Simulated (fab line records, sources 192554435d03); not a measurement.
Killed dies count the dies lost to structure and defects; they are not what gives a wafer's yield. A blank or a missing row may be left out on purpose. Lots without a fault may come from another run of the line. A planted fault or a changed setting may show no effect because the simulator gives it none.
Which tool is to blame? || flow n5Finfet || 24 lots with 72 wafers sampled at 2 steps, on a route of 1938 steps

WHAT THE GAUGES SHOWED, per wafer
N5_BEOL_M1_OVL_MEAS_29. Usual: V0_OVL -0.1 nm, standard deviation 0.65.
{"lot": "L074", "measured": "day 6 15:17", "on": "overlay-01", "V0_OVL (nm)": "-0.3 0.2 -0.6", "flag": ""}
{"lot": "L076", "measured": "day 6 20:33", "on": "overlay-02", "V0_OVL (nm)": "-0.8 0.1 -1.0", "flag": ""}
{"lot": "L077", "measured": "day 7 09:19", "on": "overlay-02", "V0_OVL (nm)": "0.6 0.3 -0.1", "flag": ""}
{"lot": "L075", "measured": "day 7 12:05", "on": "overlay-01", "V0_OVL (nm)": "-0.3 0.7 0.2", "flag": ""}
{"lot": "L078", "measured": "day 7 16:31", "on": "overlay-02", "V0_OVL (nm)": "-0.3 -0.1 -0.4", "flag": ""}
{"lot": "L079", "measured": "day 7 17:53", "on": "overlay-01", "V0_OVL (nm)": "1.0 -0.5 -0.1", "flag": ""}
{"lot": "L080", "measured": "day 7 21:44", "on": "overlay-02", "V0_OVL (nm)": "-0.3 0.8 -0.1", "flag": ""}
{"lot": "L081", "measured": "day 8 03:20", "on": "overlay-02", "V0_OVL (nm)": "-0.2 -0.2 0.0", "flag": ""}
{"lot": "L082", "measured": "day 8 07:28", "on": "overlay-01", "V0_OVL (nm)": "-0.1 -0.7 -0.3", "flag": ""}
{"lot": "L083", "measured": "day 8 12:58", "on": "overlay-02", "V0_OVL (nm)": "-0.6 0.1 0.4", "flag": ""}
{"lot": "L084", "measured": "day 8 23:08", "on": "overlay-01", "V0_OVL (nm)": "-0.9 -0.5 -0.8", "flag": ""}
{"lot": "L085", "measured": "day 9 04:05", "on": "overlay-01", "V0_OVL (nm)": "-1.3 -1.4 -0.6", "flag": ""}
{"lot": "L086", "measured": "day 9 05:47", "on": "overlay-01", "V0_OVL (nm)": "-0.3 -1.6 -0.3", "flag": ""}
{"lot": "L087", "measured": "day 9 11:38", "on": "overlay-01", "V0_OVL (nm)": "1.1 0.6 0.0", "flag": ""}
{"lot": "L088", "measured": "day 9 16:03", "on": "overlay-01", "V0_OVL (nm)": "0.8 1.9 0.0", "flag": ""}
{"lot": "L089", "measured": "day 10 05:58", "on": "overlay-01", "V0_OVL (nm)": "-1.2 -1.6 -1.1", "flag": ""}
{"lot": "L090", "measured": "day 10 09:43", "on": "overlay-01", "V0_OVL (nm)": "-0.1 0.3 -0.3", "flag": ""}
{"lot": "L091", "measured": "day 10 14:08", "on": "overlay-02", "V0_OVL (nm)": "0.3 -0.4 -1.2", "flag": ""}
{"lot": "L092", "measured": "day 10 18:25", "on": "overlay-01", "V0_OVL (nm)": "-0.4 -0.6 0.9", "flag": ""}
{"lot": "L093", "measured": "day 10 22:21", "on": "overlay-02", "V0_OVL (nm)": "0.9 0.2 1.0", "flag": ""}
{"lot": "L094", "measured": "day 11 05:09", "on": "overlay-02", "V0_OVL (nm)": "-0.5 -0.5 1.0", "flag": ""}
{"lot": "L095", "measured": "day 11 12:10", "on": "overlay-02", "V0_OVL (nm)": "-0.9 -0.2 -0.3", "flag": ""}
{"lot": "L096", "measured": "day 11 19:44", "on": "overlay-02", "V0_OVL (nm)": "-0.5 -0.3 -0.8", "flag": ""}
{"lot": "L097", "measured": "day 12 02:49", "on": "overlay-01", "V0_OVL (nm)": "0.3 -0.3 -0.7", "flag": ""}

WHICH TOOL RAN EACH LOT (tool, then ch and the chambers of the sampled wafers, then the start)
{"lot": "L074", "N5_BEOL_M1_ETCH_64": "rieDiel-02 ch 0,2,3, day 6 14:26"}
{"lot": "L076", "N5_BEOL_M1_ETCH_64": "rieDiel-06 ch 0,2,3, day 6 19:38"}
{"lot": "L077", "N5_BEOL_M1_ETCH_64": "rieDiel-06 ch 1,2, day 7 08:37"}
{"lot": "L075", "N5_BEOL_M1_ETCH_64": "rieDiel-06 ch 1,2,3, day 7 11:22"}
{"lot": "L078", "N5_BEOL_M1_ETCH_64": "rieDiel-02 ch 1,2,3, day 7 15:32"}
{"lot": "L079", "N5_BEOL_M1_ETCH_64": "rieDiel-02 ch 0,1,3, day 7 17:02"}
{"lot": "L080", "N5_BEOL_M1_ETCH_64": "rieDiel-06 ch 2,3, day 7 20:55"}
{"lot": "L081", "N5_BEOL_M1_ETCH_64": "rieDiel-02 ch 0,2,3, day 8 02:26"}
{"lot": "L082", "N5_BEOL_M1_ETCH_64": "rieDiel-06 ch 0,3, day 8 06:46"}
{"lot": "L083", "N5_BEOL_M1_ETCH_64": "rieDiel-03 ch 0,2,3, day 8 12:08"}
{"lot": "L084", "N5_BEOL_M1_ETCH_64": "rieDiel-02 ch 0,2, day 8 22:12"}
{"lot": "L085", "N5_BEOL_M1_ETCH_64": "rieDiel-02 ch 0,3, day 9 03:16"}
{"lot": "L086", "N5_BEOL_M1_ETCH_64": "rieDiel-02 ch 0,1,2, day 9 04:55"}
{"lot": "L087", "N5_BEOL_M1_ETCH_64": "rieDiel-02 ch 1,2,3, day 9 10:56"}
{"lot": "L088", "N5_BEOL_M1_ETCH_64": "rieDiel-06 ch 1,2,3, day 9 15:12"}
{"lot": "L089", "N5_BEOL_M1_ETCH_64": "rieDiel-03 ch 0,1,2, day 10 05:05"}
{"lot": "L090", "N5_BEOL_M1_ETCH_64": "rieDiel-02 ch 2,3, day 10 08:53"}
{"lot": "L091", "N5_BEOL_M1_ETCH_64": "rieDiel-06 ch 0,2,3, day 10 13:19"}
{"lot": "L092", "N5_BEOL_M1_ETCH_64": "rieDiel-03 ch 2,3, day 10 17:31"}
{"lot": "L093", "N5_BEOL_M1_ETCH_64": "rieDiel-02 ch 0,2, day 10 21:38"}
{"lot": "L094", "N5_BEOL_M1_ETCH_64": "rieDiel-03 ch 0,2,3, day 11 04:22"}
{"lot": "L095", "N5_BEOL_M1_ETCH_64": "rieDiel-03 ch 0,1,3, day 11 11:26"}
{"lot": "L096", "N5_BEOL_M1_ETCH_64": "rieDiel-06 ch 0,2,3, day 11 19:02"}
{"lot": "L097", "N5_BEOL_M1_ETCH_64": "rieDiel-06 ch 0,1, day 12 01:59"}
- N5_BEOL_M1_ETCH_64: etches SOC in N2/H2, target depth 75 nm, overetch 15 nm, time 112.5 s.

WHAT THE TOOLS THEMSELVES READ (means of the sampled wafers that have a number; where no wafer has one, the mark that the record gives instead)
N5_BEOL_M1_ETCH_64. Usual: drypumpMotorCurrentA 5.6 A, standard deviation 0.37; oesProductAu 0.62 a.u., standard deviation 0.064; rfVppV 523.4 V, standard deviation 2.8; showerheadPlenumPTorr 2.52 Torr, standard deviation 0.1; tempC 40.01 C, standard deviation 0.11; throttleValvePct 17.8 %, standard deviation 0.33.
{"lot": "L074", "tool": "rieDiel-02", "drypumpMotorCurrentA (A)": 5.7, "oesProductAu (a.u.)": 0.65, "rfVppV (V)": 523.9, "showerheadPlenumPTorr (Torr)": 2.54, "tempC (C)": 39.92, "throttleValvePct (%)": 17.7, "flag": ""}
{"lot": "L076", "tool": "rieDiel-06", "drypumpMotorCurrentA (A)": 5.6, "oesProductAu (a.u.)": 0.56, "rfVppV (V)": 523.0, "showerheadPlenumPTorr (Torr)": 2.52, "tempC (C)": 40.10, "throttleValvePct (%)": 17.8, "flag": ""}
{"lot": "L077", "tool": "rieDiel-06", "drypumpMotorCurrentA (A)": 5.7, "oesProductAu (a.u.)": 0.62, "rfVppV (V)": 522.7, "showerheadPlenumPTorr (Torr)": 2.50, "tempC (C)": 39.89, "throttleValvePct (%)": 17.8, "flag": ""}
{"lot": "L075", "tool": "rieDiel-06", "drypumpMotorCurrentA (A)": 5.6, "oesProductAu (a.u.)": 0.59, "rfVppV (V)": 521.7, "showerheadPlenumPTorr (Torr)": 2.49, "tempC (C)": 40.11, "throttleValvePct (%)": 17.9, "flag": ""}
{"lot": "L078", "tool": "rieDiel-02", "drypumpMotorCurrentA (A)": 5.3, "oesProductAu (a.u.)": 0.63, "rfVppV (V)": 523.8, "showerheadPlenumPTorr (Torr)": 2.56, "tempC (C)": 39.96, "throttleValvePct (%)": 17.8, "flag": ""}
{"lot": "L079", "tool": "rieDiel-02", "drypumpMotorCurrentA (A)": 5.4, "oesProductAu (a.u.)": 0.66, "rfVppV (V)": 524.9, "showerheadPlenumPTorr (Torr)": 2.56, "tempC (C)": 40.06, "throttleValvePct (%)": 17.7, "flag": ""}
{"lot": "L080", "tool": "rieDiel-06", "drypumpMotorCurrentA (A)": 5.5, "oesProductAu (a.u.)": 0.55, "rfVppV (V)": 522.7, "showerheadPlenumPTorr (Torr)": 2.49, "tempC (C)": 40.13, "throttleValvePct (%)": 18.1, "flag": ""}
{"lot": "L081", "tool": "rieDiel-02", "drypumpMotorCurrentA (A)": 5.7, "oesProductAu (a.u.)": 0.64, "rfVppV (V)": 523.0, "showerheadPlenumPTorr (Torr)": 2.53, "tempC (C)": 40.06, "throttleValvePct (%)": 17.8, "flag": ""}
{"lot": "L082", "tool": "rieDiel-06", "drypumpMotorCurrentA (A)": 5.6, "oesProductAu (a.u.)": 0.71, "rfVppV (V)": 522.1, "showerheadPlenumPTorr (Torr)": 2.46, "tempC (C)": 40.12, "throttleValvePct (%)": 17.6, "flag": ""}
{"lot": "L083", "tool": "rieDiel-03", "drypumpMotorCurrentA (A)": 5.9, "oesProductAu (a.u.)": 0.57, "rfVppV (V)": 522.3, "showerheadPlenumPTorr (Torr)": 2.48, "tempC (C)": 40.01, "throttleValvePct (%)": 17.8, "flag": ""}
{"lot": "L084", "tool": "rieDiel-02", "drypumpMotorCurrentA (A)": 5.8, "oesProductAu (a.u.)": 0.62, "rfVppV (V)": 521.0, "showerheadPlenumPTorr (Torr)": 2.45, "tempC (C)": 39.97, "throttleValvePct (%)": 17.8, "flag": ""}
{"lot": "L085", "tool": "rieDiel-02", "drypumpMotorCurrentA (A)": 5.7, "oesProductAu (a.u.)": 0.66, "rfVppV (V)": 523.9, "showerheadPlenumPTorr (Torr)": 2.53, "tempC (C)": 39.85, "throttleValvePct (%)": 17.6, "flag": ""}
{"lot": "L086", "tool": "rieDiel-02", "drypumpMotorCurrentA (A)": 5.5, "oesProductAu (a.u.)": 0.61, "rfVppV (V)": 521.6, "showerheadPlenumPTorr (Torr)": 2.47, "tempC (C)": 39.97, "throttleValvePct (%)": 18.0, "flag": ""}
{"lot": "L087", "tool": "rieDiel-02", "drypumpMotorCurrentA (A)": 5.4, "oesProductAu (a.u.)": 0.61, "rfVppV (V)": 524.4, "showerheadPlenumPTorr (Torr)": 2.55, "tempC (C)": 40.02, "throttleValvePct (%)": 17.9, "flag": ""}
{"lot": "L088", "tool": "rieDiel-06", "drypumpMotorCurrentA (A)": 5.6, "oesProductAu (a.u.)": 0.66, "rfVppV (V)": 525.7, "showerheadPlenumPTorr (Torr)": 2.59, "tempC (C)": 40.04, "throttleValvePct (%)": 17.8, "flag": ""}
{"lot": "L089", "tool": "rieDiel-03", "drypumpMotorCurrentA (A)": 5.7, "oesProductAu (a.u.)": 0.62, "rfVppV (V)": 523.7, "showerheadPlenumPTorr (Torr)": 2.51, "tempC (C)": 39.97, "throttleValvePct (%)": 17.7, "flag": ""}
{"lot": "L090", "tool": "rieDiel-02", "drypumpMotorCurrentA (A)": 5.7, "oesProductAu (a.u.)": 0.59, "rfVppV (V)": 523.1, "showerheadPlenumPTorr (Torr)": 2.52, "tempC (C)": 40.04, "throttleValvePct (%)": 18.0, "flag": ""}
{"lot": "L091", "tool": "rieDiel-06", "drypumpMotorCurrentA (A)": 5.6, "oesProductAu (a.u.)": 0.69, "rfVppV (V)": 525.8, "showerheadPlenumPTorr (Torr)": 2.61, "tempC (C)": 39.96, "throttleValvePct (%)": 17.6, "flag": ""}
{"lot": "L092", "tool": "rieDiel-03", "drypumpMotorCurrentA (A)": 6.2, "oesProductAu (a.u.)": 0.56, "rfVppV (V)": 521.6, "showerheadPlenumPTorr (Torr)": 2.46, "tempC (C)": 39.99, "throttleValvePct (%)": 17.6, "flag": ""}
{"lot": "L093", "tool": "rieDiel-02", "drypumpMotorCurrentA (A)": 5.8, "oesProductAu (a.u.)": 0.61, "rfVppV (V)": 521.9, "showerheadPlenumPTorr (Torr)": 2.44, "tempC (C)": 40.11, "throttleValvePct (%)": 17.9, "flag": ""}
{"lot": "L094", "tool": "rieDiel-03", "drypumpMotorCurrentA (A)": 5.9, "oesProductAu (a.u.)": 0.62, "rfVppV (V)": 521.7, "showerheadPlenumPTorr (Torr)": 2.48, "tempC (C)": 40.02, "throttleValvePct (%)": 17.6, "flag": ""}
{"lot": "L095", "tool": "rieDiel-03", "drypumpMotorCurrentA (A)": 5.9, "oesProductAu (a.u.)": 0.62, "rfVppV (V)": 524.4, "showerheadPlenumPTorr (Torr)": 2.54, "tempC (C)": 39.92, "throttleValvePct (%)": 17.7, "flag": ""}
{"lot": "L096", "tool": "rieDiel-06", "drypumpMotorCurrentA (A)": 5.6, "oesProductAu (a.u.)": 0.68, "rfVppV (V)": 525.1, "showerheadPlenumPTorr (Torr)": 2.61, "tempC (C)": 39.91, "throttleValvePct (%)": 17.6, "flag": ""}
{"lot": "L097", "tool": "rieDiel-06", "drypumpMotorCurrentA (A)": 5.7, "oesProductAu (a.u.)": 0.68, "rfVppV (V)": 521.5, "showerheadPlenumPTorr (Torr)": 2.46, "tempC (C)": 39.96, "throttleValvePct (%)": 17.6, "flag": ""}

THE ANSWER, worked out from the rows above alone
Rule: a lot is off if the mean of its wafers that have a number lies more than 3 standard deviations from the usual mean. Also off: a lot with no number at a reading for which 4 or more lots have one. The other lots that the step has rows for count as sound. After the gauges, taken in route order, come the tools' own readings; for these a lot's mean is taken, as printed above. The first step at which some lot is off is used, and at that step the reading that is off furthest; a lot without a number counts as furthest.
None of the lots is off at any reading shown; this tells nothing.

WHAT THE SIMULATOR HAD INSERTED
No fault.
